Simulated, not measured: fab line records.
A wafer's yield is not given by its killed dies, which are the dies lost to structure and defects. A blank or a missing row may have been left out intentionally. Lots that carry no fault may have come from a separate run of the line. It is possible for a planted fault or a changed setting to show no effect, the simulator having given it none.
Chamber matching | flow n5 finfet | cvd co-01 running N5_BEOL_M1_PRE_CLEAN_60: 3 sister chambers
The step time 15 s. 16 wafers are shown with their chamber, then 8 later ones without.

## EACH WAFER AND ITS CHAMBER
wafer  | chamber | heater power w (W) | rf fwd power W (W)
L074.2 | 1       | 71                 | 299.2
L074.3 | 0       | 88                 | 298.4
L074.4 | 2       | 50                 | 297.9
L076.2 | 0       | 91                 | 297.6
L076.4 | 0       | 88                 | 296.8
L076.6 | 2       | 49                 | 298.2
L082.2 | 1       | 70                 | 298.6
L082.3 | 0       | 87                 | 297.2
L082.6 | 1       | 71                 | 298.5
L083.3 | 2       | 49                 | 294.8
L083.5 | 1       | 70                 | 298.1
L083.6 | 0       | 91                 | 297.1
L088.1 | 0       | 91                 | 297.4
L088.3 | 2       | 50                 | 297.1
L088.5 | 0       | 87                 | 296.5
L090.1 | 2       | 50                 | 297.4

SIGNATURES, as means of the wafers listed above
reading        | chamber 0 | chamber 1 | chamber 2 | scatter within a chamber
heater power w | 89.00     | 70.50     | 49.60     | 1.36
rf fwd power W | 297.286   | 298.600   | 297.080   | 0.881
Rule: for a wafer and a chamber, the distance is found by dividing, reading by reading, the gap between the wafer's reading and the chamber's mean by the reading's scatter, squaring, summing and taking the root. If the next closest chamber is less than 2 further off than the closest, the wafer can't be placed; otherwise it belongs to the closest. The scatter is the square root of a quotient: the sum, over the shown wafers, of each reading's squared deviation from its chamber's mean, divided by wafers minus chambers.

## WAFERS WITH NO CHAMBER GIVEN
wafer  | heater power w (W) | rf fwd power W (W)
L090.2 | 70                 | 298.2
L090.4 | 50                 | 298.1
L094.1 | 90                 | 298.2
L094.2 | 49                 | 296.3
L094.4 | 49                 | 296.2
L096.1 | 88                 | 298.5
L096.3 | 71                 | 298.7
L096.5 | 90                 | 296.7

## THE CHAMBER EACH PASSED THROUGH
wafer  | from the rows above | in truth
L090.2 | 1                   | 1
L090.4 | 2                   | 2
L094.1 | 0                   | 0
L094.2 | 2                   | 2
L094.4 | 2                   | 2
L096.1 | 0                   | 0
L096.3 | 1                   | 1
L096.5 | 0                   | 0
Correctly placed: 8 of 8. Number that these rows cannot place: 0. Number placed wrongly: 0.
